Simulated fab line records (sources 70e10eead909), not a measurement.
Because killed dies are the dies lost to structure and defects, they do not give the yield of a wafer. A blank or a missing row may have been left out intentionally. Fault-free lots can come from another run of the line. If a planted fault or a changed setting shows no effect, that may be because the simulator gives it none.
Check for tools in common | flow nand_harc | Sample size 13 lots and 48 wafers

== REASON IT WAS OPENED ==
Flagged at NHARC_P_M0_THK_MEAS_24: reading thk_nm, on 3 of 13 lots. Wafers without a fault read 117.1 nm, standard deviation 1.5.
Rule: a lot gets a flag if all its wafers with a number sit over 4 standard deviations from that mean, or if no wafer of it has a number. As for the other lots, they are considered sound.

lot  | measured     | on            | thk_nm (nm), wafer by wafer         | flag
L261 | day 5 08:49  | film_metro-02 | 117.2 116.2 116.6                   |
L262 | day 5 13:14  | film_metro-02 | 118.1 120.6 117.3                   |
L263 | day 5 22:58  | film_metro-02 | 115.4 119.1 115.2                   |
L266 | day 7 02:29  | film_metro-02 | 116.1 116.8 117.1                   |
L271 | day 9 11:35  | film_metro-01 | 392.7 398.7 398.1 391.4 399.7 399.3 | FLAGGED
L272 | day 9 15:26  | film_metro-02 | 392.9 396.4 400.3 393.5 392.8 397.9 | FLAGGED
L273 | day 10 05:38 | film_metro-02 | 398.3 401.6 400.1 398.2 401.3 400.8 | FLAGGED
L274 | day 10 13:39 | film_metro-01 | 118.3 118.2 116.8                   |
L276 | day 11 05:42 | film_metro-01 | 118.0 116.8 116.3                   |
L277 | day 11 22:34 | film_metro-02 | 115.9 116.8 118.2                   |
L278 | day 12 13:49 | film_metro-02 | 118.7 116.2 116.9                   |
L281 | day 13 09:40 | film_metro-02 | 118.1 116.9 118.3                   |
L282 | day 14 03:30 | film_metro-01 | 116.8 117.6 116.8                   |
Flagged lots average 397.4 nm: +280.3 nm relative to the usual, that is +99 or more standard deviations.

== WHICH TOOL EACH LOT WENT THROUGH ==
3 process steps preceding the reading are held in the record, out of 1302 steps in the route. Read each cell as the tool, then ch plus the chambers that the sampled wafers visited, then the start.
lot  | flag    | NHARC_P_CONTACT_CMP_24        | NHARC_P_M0_DESCUM_14               | NHARC_P_M0_CMP_23
L261 |         | cmp-04 ch 1,2, day 5 05:08    | rie_diel-02 ch 0,1,2, day 5 06:31  | cmp-01 ch 2,3, day 5 08:30
L262 |         | cmp-01 ch 0,1,2, day 5 09:30  | rie_diel-07 ch 0,3, day 5 10:55    | cmp-01 ch 1,2, day 5 12:55
L263 |         | cmp-04 ch 0,1,2, day 5 19:08  | rie_diel-02 ch 0,3, day 5 20:37    | cmp-04 ch 1,2, day 5 22:39
L266 |         | cmp-04 ch 0,1,2, day 6 22:35  | rie_diel-02 ch 1,3, day 7 00:03    | cmp-03 ch 0,1,3, day 7 02:12
L271 | FLAGGED | cmp-04 ch 1,2,3, day 9 07:52  | rie_diel-01 ch 0,1,3, day 9 09:14  | cmp-04 ch 0,2,3, day 9 11:17
L272 | FLAGGED | cmp-01 ch 0,1,2, day 9 11:46  | rie_diel-07 ch 1,2,3, day 9 13:07  | cmp-03 ch 0,1, day 9 15:09
L273 | FLAGGED | cmp-01 ch 0,1,3, day 10 01:29 | rie_diel-02 ch 0,2,3, day 10 03:16 | cmp-01 ch 0,1,3, day 10 05:23
L274 |         | cmp-04 ch 0,2,3, day 10 09:52 | rie_diel-02 ch 1,2,3, day 10 11:13 | cmp-04 ch 0,1,2, day 10 13:20
L276 |         | cmp-02 ch 1,3, day 11 02:00   | rie_diel-02 ch 0,1,2, day 11 03:23 | cmp-03 ch 0,2, day 11 05:25
L277 |         | cmp-01 ch 0,1,2, day 11 18:41 | rie_diel-01 ch 0,1,3, day 11 20:10 | cmp-04 ch 0,2,3, day 11 22:17
L278 |         | cmp-04 ch 0,3, day 12 10:10   | rie_diel-02 ch 0,1,2, day 12 11:32 | cmp-01 ch 1,2, day 12 13:31
L281 |         | cmp-04 ch 2,3, day 13 05:52   | rie_diel-02 ch 1,2, day 13 07:22   | cmp-01 ch 1,2, day 13 09:21
L282 |         | cmp-04 ch 0,1,2, day 13 23:40 | rie_diel-01 ch 0,1, day 14 01:06   | cmp-03 ch 0,3, day 14 03:11
What is done by these steps:
- NHARC_P_CONTACT_CMP_24: polishes, t overpolish 30 s, target thk 200 nm.
- NHARC_P_M0_DESCUM_14: chemistry O2, time 3 s.
- NHARC_P_M0_CMP_23: polishes, t overpolish 20 s, target thk 117.54 nm.
- NHARC_P_M0_THK_MEAS_24: measures by xrf.

== FLAGGED OVER TOTAL, TOOL BY TOOL (the gauges that took the reading come last) ==
step                   | tool          | lots run | flagged | share of the flagged lots | sound lots run after its first flagged lot
NHARC_P_CONTACT_CMP_24 | cmp-01        | 4        | 2       | some                      | 1 (L277)
NHARC_P_CONTACT_CMP_24 | cmp-02        | 1        | 0       | none                      | -
NHARC_P_CONTACT_CMP_24 | cmp-04        | 8        | 1       | some                      | 4 (L274,L278,L281,L282)
NHARC_P_M0_DESCUM_14   | rie_diel-01   | 3        | 1       | some                      | 2 (L277,L282)
NHARC_P_M0_DESCUM_14   | rie_diel-02   | 8        | 1       | some                      | 4 (L274,L276,L278,L281)
NHARC_P_M0_DESCUM_14   | rie_diel-07   | 2        | 1       | some                      | 0
NHARC_P_M0_CMP_23      | cmp-01        | 5        | 1       | some                      | 2 (L278,L281)
NHARC_P_M0_CMP_23      | cmp-03        | 4        | 1       | some                      | 2 (L276,L282)
NHARC_P_M0_CMP_23      | cmp-04        | 4        | 1       | some                      | 2 (L274,L277)
NHARC_P_M0_THK_MEAS_24 | film_metro-01 | 4        | 1       | some                      | 3 (L274,L276,L282)
NHARC_P_M0_THK_MEAS_24 | film_metro-02 | 9        | 2       | some                      | 3 (L277,L278,L281)

== WHAT IS ALLOWED BY THE TABLE ==
No row of the table ran every flagged lot.

== WHAT WAS PUT IN BY THE SIMULATOR ==
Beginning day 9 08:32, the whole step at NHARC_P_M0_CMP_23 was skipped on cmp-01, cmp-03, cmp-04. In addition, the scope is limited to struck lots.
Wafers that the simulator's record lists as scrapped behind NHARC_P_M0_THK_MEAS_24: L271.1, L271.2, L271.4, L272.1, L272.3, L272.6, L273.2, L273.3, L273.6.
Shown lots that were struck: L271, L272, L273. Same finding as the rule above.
